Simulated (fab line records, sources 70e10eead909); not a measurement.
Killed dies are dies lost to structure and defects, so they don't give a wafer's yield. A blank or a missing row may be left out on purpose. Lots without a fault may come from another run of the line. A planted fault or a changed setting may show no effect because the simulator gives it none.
fab line records | flow nand_harc
record lots=5 wafers=15 last_day=33
route steps=1302 shown P_CONTACT@217
lots that met no fault: from a run of the same line without faults
start_h: hours from the record's first day to the start of the lot's first wafer shown | wait_h: hours since the lot's step before | " the same as in the row above | L1.1+2: a row that stands for several wafers | - no value, or no start given | * or withheld: withheld | < > ~ a bound
route shown NAME@n: a module of which the file shows steps, and the number in the route of the first | usual: mean/standard deviation of fault-free wafers | same: alike in all rows | chamber/n: place in a boat | sites: the reading at each site | _std_site: their standard deviation | _edge_site: outer sites' mean less inner sites' | radius_mm: how far each site lies from the wafer's centre | mask NAME#n: copy n | behind: the tool/chamber that last shaped the wafer | hold: why the lot was held/for how many hours/how that ended | device: the transistor (n, p or np) that didn't switch | end of line: the same wafers' tests at the end of the route | a step without rows: its recipe alone | killed: dies lost to structure and defects at the first sort, not the wafer's yield | map: a wafer's dies, x killed, . not, _ none there
set.NAME: the setting as run; set.NAME@STEP: as run at that earlier step | model.NAME: the simulator's own value behind a step, which no gauge read
lots at some steps of the route; a table a step, a row a wafer
services: from which hour (start_h, from the record's first day; less than 0 if before it) a tool's chamber was out of use, for how many hours, and why
## steps
# step NHARC_P_CONTACT_DEP_30
# recipe target_thk_a=300 temp_c=400 target_thk_nm=30 flow_sccm=200 rf_w=450 material=SiNx
# usual heater_power_w=725/60
# columns lot.wafer tool chamber start_h wait_h heater_power_w
L967.4 pecvd-02 1 123.24 0.2 739
L967.3 " 2 " " 719
L967.6 " 1 " " 757
L980.2 pecvd-01 1 266.05 0.1 715
L980.1 " 2 " " 680
L980.4 " 1 " " 697
L983.1 pecvd-01 2 285.78 0.1 705
L983.5 " 0 " " 686
L983.4 " 1 " " 614
L988.1 pecvd-02 1 337.76 0.1 846
L988.3 " 2 " " 758
L988.2 " 0 " " 752
L989.2 pecvd-02 0 347.49 0.1 735
L989.5 " 2 " " 721
L989.6 " 0 " " 722
# step NHARC_P_CONTACT_DEP_00
# recipe target_thk_a=5000 temp_c=400 pressure_torr=6.5 rf_w=900 teos_flow_sccm=161.4 flow_sccm=2650 target_thk_nm=500 gas=O2 material=SiO2
# usual chamber_pressure_Torr=6.500/0.016 heater_power_w=576/69 throttle_valve_pct=16.2/0.53
# columns lot.wafer tool chamber start_h wait_h chamber_pressure_Torr heater_power_w throttle_valve_pct
L967.4 pecvd-02 1 123.60 0.3 6.529 600 16.7
L967.3 " 2 " " 6.500 478 16.2
L967.6 " 1 " " 6.525 639 16.9
L980.2 pecvd-01 1 - - 6.509 477 15.9
L980.1 " 2 " " 6.483 513 15.8
L980.4 " 1 " " 6.501 512 15.7
L983.1 pecvd-01 2 - - 6.499 554 15.8
L983.5 " 0 " " 6.472 488 16.1
L983.4 " 1 " " 6.509 550 15.8
L988.1 pecvd-02 1 - - 6.492 545 16.9
L988.3 " 2 " " 6.491 535 15.8
L988.2 " 0 " " 6.498 600 16.8
L989.2 pecvd-02 0 - - 6.495 634 16.7
L989.5 " 2 " " 6.511 613 16.0
L989.6 " 0 " " 6.487 492 16.7
# step NHARC_P_CONTACT_CMP_01
# recipe target_thk_nm=200 material=SiO2
# usual motor_current_A=11.7/1
# columns lot.wafer tool chamber start_h wait_h motor_current_A
L967.3 cmp-02 0 124.09 0.4 13.1
L967.4 " 2 " " 12.3
L967.6 " 1 " " 12.3
L980.2 cmp-01 1 266.73 - 12.3
L980.1 " 2 " " 10.7
L980.4 " 3 " " 11.0
L983.1 cmp-04 0 286.46 - 11.6
L983.4 " 1 " " 10.0
L983.5 " 2 " " 11.3
L988.1 cmp-02 1 338.48 - 12.5
L988.2 " 2 " " 12.3
L988.3 " 3 " " 10.7
L989.2 cmp-02 3 348.16 - 10.1
L989.6 " 3 " " 10.4
L989.5 " 0 " " 12.6
# step NHARC_P_CONTACT_SRD_03
# step NHARC_P_CONTACT_DEHYDRATE_04
# recipe temp_c=150 time_s=120
# step NHARC_P_CONTACT_HMDS_05
# recipe time_s=30
# step NHARC_P_CONTACT_COAT_33
# recipe temp_c=260 time_s=75
# step NHARC_P_CONTACT_COAT_34
# recipe temp_c=225 time_s=65
# step NHARC_P_CONTACT_COAT_06
# recipe spin_rpm=1500 resist_thk_nm=90
# step NHARC_P_CONTACT_SOFTBAKE_07
# recipe temp_c=105 time_s=55
# step NHARC_P_CONTACT_EBR_08
# step NHARC_P_CONTACT_EXPOSE_09
# recipe na=1.35 target_cd_nm=90 dose_mj=81.26 mask_id=P_CA
# usual focus_offset_nm=0.1/0.55
# columns lot.wafer tool chamber start_h wait_h mask focus_offset_nm
L967.3 arfi_scanner-02 0 124.79 - P_CA#0 0.2
L967.4 " 0 " " P_CA#0 0.1
L967.6 " 0 " " P_CA#0 -0.7
L980.1 arfi_scanner-02 0 267.42 - P_CA#0 0.6
L980.2 " 0 " " P_CA#0 -0.4
L980.4 " 0 " " P_CA#0 -0.5
L983.1 arfi_scanner-02 0 287.10 - P_CA_R1#0 0.1
L983.4 " 0 " " P_CA_R1#0 -0.1
L983.5 " 0 " " P_CA_R1#0 -0.1
L988.1 arfi_scanner-01 0 339.17 - P_CA#0 -0.5
L988.2 " 0 " " P_CA#0 -0.3
L988.3 " 0 " " P_CA#0 0.1
L989.2 arfi_scanner-03 0 348.86 - P_CA#0 0.1
L989.5 " 0 " " P_CA#0 -0.2
L989.6 " 0 " " P_CA#0 -0.1
# step NHARC_P_CONTACT_PEB_10
# recipe peb_temp_c=100 peb_time_s=65
# step NHARC_P_CONTACT_DEVELOP_11
# recipe develop_time_s=35 dev_temp_c=23
# step NHARC_P_CONTACT_CD_MEAS_12
# recipe target_cd_nm=90 landing_energy_ev=500
# usual cd_nm=89.6/0.69
# columns lot.wafer tool chamber start_h wait_h cd_nm
L967.3 cd_sem-03 0 124.92 - 89.3
L967.4 " 0 " " 87.6
L967.6 " 0 " " 89.1
L980.1 cd_sem-02 0 267.56 - 90.8
L980.2 " 0 " " 88.6
L980.4 " 0 " " 89.9
L983.1 cd_sem-03 0 287.24 - 85.7
L983.4 " 0 " " 86.1
L983.5 " 0 " " 86.7
L988.1 cd_sem-03 0 339.31 - 90.3
L988.2 " 0 " " 89.7
L988.3 " 0 " " 90.3
L989.2 cd_sem-01 0 349.00 - 89.3
L989.5 " 0 " " 89.6
L989.6 " 0 " " 90.0
# step NHARC_P_CONTACT_OVL_MEAS_13
# usual overlay_x_nm=0.0/0.87 overlay_y_nm=-0.2/0.98
# columns lot.wafer tool chamber start_h wait_h overlay_x_nm overlay_y_nm
L967.3 overlay-02 - 125.02 - 0.1 1.2
L967.4 " - " " -0.3 1.0
L967.6 " - " " 0.4 1.1
L980.1 overlay-01 - 267.64 - -0.2 -1.7
L980.2 " - " " 0.1 -2.1
L980.4 " - " " -1.0 -2.0
L983.1 overlay-01 - 287.33 - -1.9 -0.1
L983.4 " - " " -1.7 -0.3
L983.5 " - " " -1.6 -0.6
L988.1 overlay-02 - 339.40 - -0.5 0.9
L988.2 " - " " -0.3 0.3
L988.3 " - " " -0.5 0.6
L989.2 overlay-01 - 349.08 - 0.0 -1.2
L989.5 " - " " -0.1 -1.2
L989.6 " - " " -0.2 -1.9
# step NHARC_P_CONTACT_INSPECT_14
# usual raw_defect_count=3.9/2.3
# columns lot.wafer tool chamber start_h wait_h raw_defect_count
L967.3 defect_inspect-02 - 125.06 0.0 3
L967.4 " - " " 7
L967.6 " - " " 0
L980.1 defect_inspect-01 - 267.68 0.0 2
L980.2 " - " " 2
L980.4 " - " " 5
L983.1 defect_inspect-02 - 287.37 0.0 2
L983.4 " - " " 3
L983.5 " - " " 5
L988.1 defect_inspect-02 - 339.44 0.0 3
L988.2 " - " " 5
L988.3 " - " " 4
L989.2 defect_inspect-02 - 349.12 0.0 0
L989.5 " - " " 2
L989.6 " - " " 2
# step NHARC_P_CONTACT_DESCUM_17
# recipe time_s=3 o2_flow_sccm=200 ar_flow_sccm=0 bias_power_w=0 chemistry=O2
# usual chamber_pressure_mTorr=60.00/0.052 drypump_motor_current_A=5.9/0.5 mfc_ar_sccm=0.013/0.012 oes_product_au=1.001/0.014 rf_vpp_V=57.7/0.98 showerhead_plenum_p_Torr=1.93/0.086 throttle_valve_pct=11.310/0.0088
# columns lot.wafer tool chamber start_h wait_h chamber_pressure_mTorr drypump_motor_current_A mfc_ar_sccm oes_product_au rf_hours_counter_h rf_vpp_V showerhead_plenum_p_Torr throttle_valve_pct model.P_CONTACT.cd_nm
L967.4 rie_diel-02 1 125.12 0.1 60.02 5.7 0 1.008 2.5 57.6 1.82 11.310 86.96
L967.3 " 2 " " 60.11 6.3 0 1.014 2.5 57.7 1.81 11.311 89.43
L967.6 " 1 " " 59.96 5.7 0 1.003 - 58.0 1.82 11.304 88.77
L980.1 rie_diel-11 1 267.74 0.1 60.00 6.1 0.022 1.005 0.4 56.8 1.85 11.315 91.43
L980.4 " 3 " " 59.98 5.1 0.014 1.004 0.2 58.1 2.04 11.305 88.99
L980.2 " 0 " " 60.07 6.7 0 1.011 0.3 58.8 1.98 11.307 89.26
L983.1 rie_diel-02 3 287.44 0.1 60.08 5.7 0.014 1.001 1.6 57.6 1.96 11.287 85.97
L983.4 " 0 " " 60.11 6.0 0.016 0.984 1.3 59.3 1.89 11.307 86.76
L983.5 " 2 " " 60.02 6.3 0 1.019 - 58.3 1.81 11.318 86.89
L988.3 rie_diel-02 0 339.50 0.1 60.03 6.0 0.016 1.001 2.6 57.9 1.89 11.325 91.09
L988.1 " 2 " " 59.97 6.3 0 1.011 3.1 57.4 1.81 11.316 91.04
L988.2 " 3 " " 60.07 5.7 0.014 0.996 3.0 57.9 1.96 11.317 89.79
L989.2 rie_diel-02 3 349.21 0.1 60.06 5.7 0.014 0.998 3.5 57.6 1.96 11.314 89.56
L989.6 " 0 " " 60.01 6.0 0.016 0.993 - 57.2 1.89 11.289 90.7
L989.5 " 1 " " 60.00 5.7 0 1.005 - 57.1 1.82 11.314 88.46
# step NHARC_P_CONTACT_ETCH_35
# recipe target_depth_a=390 over_etch_frac=0.3 time_s=65 ion_energy_ev=80 cf4_flow_sccm=150 ar_flow_sccm=0 rf_w=300 bias_w=100 chemistry=CF4
# step NHARC_P_CONTACT_ETCH_36
# recipe target_depth_a=2600 over_etch_frac=0.25 time_s=406.25 ion_energy_ev=200 n2_flow_sccm=150 h2_flow_sccm=150 ar_flow_sccm=0 rf_w=400 bias_w=150 chemistry=N2/H2
# usual chamber_pressure_mTorr=30.002/0.028 drypump_motor_current_A=5.9/0.51 mfc_ar_sccm=0.013/0.013 oes_product_au=1.002/0.014 rf_vpp_V=430.9/2.7 showerhead_plenum_p_Torr=2.05/0.093 throttle_valve_pct=14.172/0.0087
# columns lot.wafer tool chamber start_h wait_h chamber_pressure_mTorr drypump_motor_current_A mfc_ar_sccm oes_product_au rf_hours_counter_h rf_vpp_V showerhead_plenum_p_Torr throttle_valve_pct
L967.4 rie_diel-02 0 - - 29.993 6.0 0.016 0.977 2.8 428.9 2.01 14.163
L967.3 " 2 " " 30.001 6.3 0 1.003 2.5 426.8 1.93 14.168
L967.6 " 0 " " 29.964 5.9 0.016 0.980 - 429.8 2.01 14.161
L980.1 rie_diel-11 0 - - 30.079 6.7 0 1.009 0.4 433.3 2.11 14.179
L980.2 " 1 " " 29.992 6.1 0.022 0.998 0.5 428.3 1.97 14.147
L980.4 " 2 " " 29.972 6.0 0.018 1.008 0.4 437.1 2.20 14.159
L983.1 rie_diel-02 2 - - 30.037 6.4 0 1.006 1.9 428.2 1.93 14.168
L983.4 " 0 " " 29.986 6.0 0.016 0.985 1.4 429.2 2.01 14.150
L983.5 " 2 " " 29.986 6.3 0 1.009 - 427.4 1.93 14.174
L988.2 rie_diel-02 0 - - 29.986 6.0 0.016 1.006 2.7 430.9 2.01 14.174
L988.3 " 1 " " 29.996 5.8 0 0.995 2.9 428.5 1.94 14.161
L988.1 " 2 " " 29.957 6.3 0 1.011 3.2 427.9 1.93 14.181
L989.2 rie_diel-02 3 - - 30.007 5.7 0.014 0.985 3.6 433.3 2.09 14.169
L989.6 " 3 " " 30.039 5.7 0.014 0.992 - 431.7 2.09 14.173
L989.5 " 0 " " 30.025 6.0 0.016 0.995 - 429.8 2.01 14.159
# step NHARC_P_CONTACT_ETCH_18
# recipe target_depth_a=4810 time_s=240.5 c4f8_flow_sccm=20 o2_flow_sccm=10 ar_flow_sccm=withheld rf_w=600 bias_w=1500 chemistry=C4F8/O2/Ar
# usual chamber_pressure_mTorr=24.999/0.023 oes_product_au=0.963/0.019 rf_vpp_V=979/6.1
# columns lot.wafer tool chamber start_h wait_h chamber_pressure_mTorr oes_product_au rf_hours_counter_h rf_vpp_V
L967.4 rie_diel-02 2 - - 24.983 0.950 2.6 970
L967.3 " 0 " " 24.995 0.910 3.0 976
L967.6 " 1 " " 25.029 0.937 - 973
L980.1 rie_diel-11 1 - - 25.045 0.950 0.6 973
L980.2 " 3 " " 25.009 0.970 0.5 987
L980.4 " 0 " " 25.024 0.984 0.6 983
L983.4 rie_diel-02 0 - - 25.014 0.965 1.5 976
L983.1 " 3 " " 25.050 0.966 1.8 982
L983.5 " 1 " " 25.026 0.969 - 973
L988.1 rie_diel-02 1 - - 25.014 0.964 3.0 970
L988.3 " 3 " " 24.995 0.972 3.3 980
L988.2 " 0 " " 25.012 0.967 2.9 976
L989.2 rie_diel-02 0 - - 24.999 0.931 3.4 976
L989.6 " 1 " " 24.983 0.930 - 974
L989.5 " 2 " " 24.994 0.950 - 972
# step NHARC_P_CONTACT_STRIP_37
# recipe c4f8_flow_sccm=withheld o2_flow_sccm=8 ar_flow_sccm=withheld bias_w=0 chemistry=C4F8/O2/Ar
# step NHARC_P_CONTACT_ETCH_31
# recipe target_depth_a=300 time_s=85.7 ion_energy_ev=120 over_etch_frac=1 ch3f_flow_sccm=50 o2_flow_sccm=30 ar_flow_sccm=200 rf_w=500 bias_w=100 chemistry=CH3F/O2
# usual chamber_pressure_mTorr=25.003/0.026 drypump_motor_current_A=5.9/0.48 mfc_ar_sccm=200.0/0.61 oes_product_au=0.982/0.017 rf_vpp_V=244.6/1.7 showerhead_plenum_p_Torr=2.47/0.1 throttle_valve_pct=20.663/0.0091
# columns lot.wafer tool chamber start_h wait_h chamber_pressure_mTorr drypump_motor_current_A mfc_ar_sccm oes_product_au rf_hours_counter_h rf_vpp_V showerhead_plenum_p_Torr throttle_valve_pct model.P_CONTACT.cd_nm
L967.3 rie_diel-02 2 - - 25.026 6.3 198.6 0.975 2.7 242.8 2.33 20.682 86.58
L967.4 " 1 " " 24.990 5.8 198.9 0.966 2.8 243.9 2.34 20.676 88.62
L967.6 " 2 " " 25.024 6.3 200.6 0.993 - 242.7 2.33 20.661 90.49
L980.2 rie_diel-11 0 - - 24.977 6.7 200.0 0.997 0.7 245.4 2.54 20.660 90.39
L980.1 " 1 " " 24.983 6.2 200.0 0.982 0.7 242.8 2.37 20.660 87.06
L980.4 " 3 " " 24.985 5.1 200.2 0.986 0.5 246.4 2.62 20.669 84.35
L983.1 rie_diel-02 3 - - 24.992 5.7 200.3 0.979 1.8 245.0 2.51 20.667 85.09
L983.4 " 1 " " 24.994 5.8 200.1 0.985 1.9 242.5 2.34 20.674 86.56
L983.5 " 0 " " 24.960 6.0 199.9 0.986 - 245.1 2.43 20.675 84.31
L988.1 rie_diel-02 3 - - 24.988 5.7 199.8 0.994 3.3 245.6 2.51 20.656 90.81
L988.3 " 0 " " 24.993 6.0 200.2 0.971 3.0 242.7 2.43 20.652 90.33
L988.2 " 1 " " 25.035 5.8 200.4 0.978 3.1 241.8 2.34 20.664 88.4
L989.2 rie_diel-02 2 - - 25.026 6.3 199.8 0.982 3.8 241.9 2.33 20.683 87.14
L989.6 " 0 " " 24.960 6.0 200.1 0.942 - 245.0 2.43 20.650 87.72
L989.5 " 1 " " 24.997 5.8 200.6 0.971 - 242.0 2.34 20.674 89.56
# step NHARC_P_CONTACT_CD_MEAS_19
# usual cd_nm=89.0/2.1
# columns lot.wafer tool chamber start_h wait_h cd_nm
L967.3 cd_sem-02 - 126.01 - 86.9
L967.4 " - " " 88.6
L967.6 " - " " 90.8
L980.1 cd_sem-03 - 268.61 - 87.2
L980.2 " - " " 90.5
L980.4 " - " " 84.4
L983.1 cd_sem-01 - 288.31 - 84.9
L983.4 " - " " 86.6
L983.5 " - " " 84.3
L988.1 cd_sem-03 - 340.37 - 90.7
L988.2 " - " " 88.5
L988.3 " - " " 90.2
L989.2 cd_sem-01 - 350.06 - 87.6
L989.5 " - " " 89.6
L989.6 " - " " 87.7
## services
# columns tool chamber start_h hours kind
rie_diel-02 3 99.63 1.9 repair
pecvd-02 0 106.69 16.7 repair
rie_diel-02 0 129.67 8.1 repair
pecvd-01 - 130.07 13.0 pm
cmp-02 - 136.27 4.0 pm
rie_diel-11 0 150.61 4.0 repair
pecvd-02 - 159.09 4.6 repair
rie_diel-11 2 168.46 1.9 repair
pecvd-01 0 184.37 8.9 repair
rie_diel-11 - 193.68 1.4 repair
rie_diel-02 1 195.72 2.0 repair
pecvd-02 - 200.95 1.0 repair
pecvd-01 - 213.58 1.0 repair
rie_diel-11 2 214.71 15.5 repair
rie_diel-02 - 216.70 9.0 pm
pecvd-02 - 227.01 13.0 pm
rie_diel-11 - 230.10 0.1 repair
rie_diel-11 - 255.50 9.0 pm
rie_diel-11 1 271.01 10.4 repair
pecvd-02 - 280.02 1.1 repair
rie_diel-11 3 280.69 7.5 repair
pecvd-02 2 298.20 31.8 repair
pecvd-01 - 311.07 13.0 pm
pecvd-02 1 316.83 7.1 repair
## key
first_sign step=NHARC_P_CONTACT_EXPOSE_09 reading=mask direction=changed
effect step=NHARC_P_CONTACT_CD_MEAS_12 reading=cd_nm direction=down sigmas=5 usual=89.6 struck=86.2
model_effect step=NHARC_P_CONTACT_DESCUM_17 value=P_CONTACT.cd_nm without=90.84 struck=86.54
model_effect step=NHARC_P_CONTACT_ETCH_31 value=P_CONTACT.cd_nm without=89.62 struck=85.32
met_at NHARC_P_CONTACT_EXPOSE_09
struck_wafers L983.1,L983.4,L983.5
tester_left_out L983
onset_between 267.42 287.10
fault kind=wrong_mask tool=any chamber=- onset_h=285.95 steps=NHARC_P_CONTACT_EXPOSE_09 aux_copy=P_CA_R1#0 cd_offset_nm=-4.2968 scope=struck_lots_only
# tester_left_out: of these lots the tester's yield and bins aren't shown, on N5 and GAA mostly nor the transistor test; their killed dies are dies lost to structure and defects alone, not to doping, threshold or leakage, so they don't give the yield
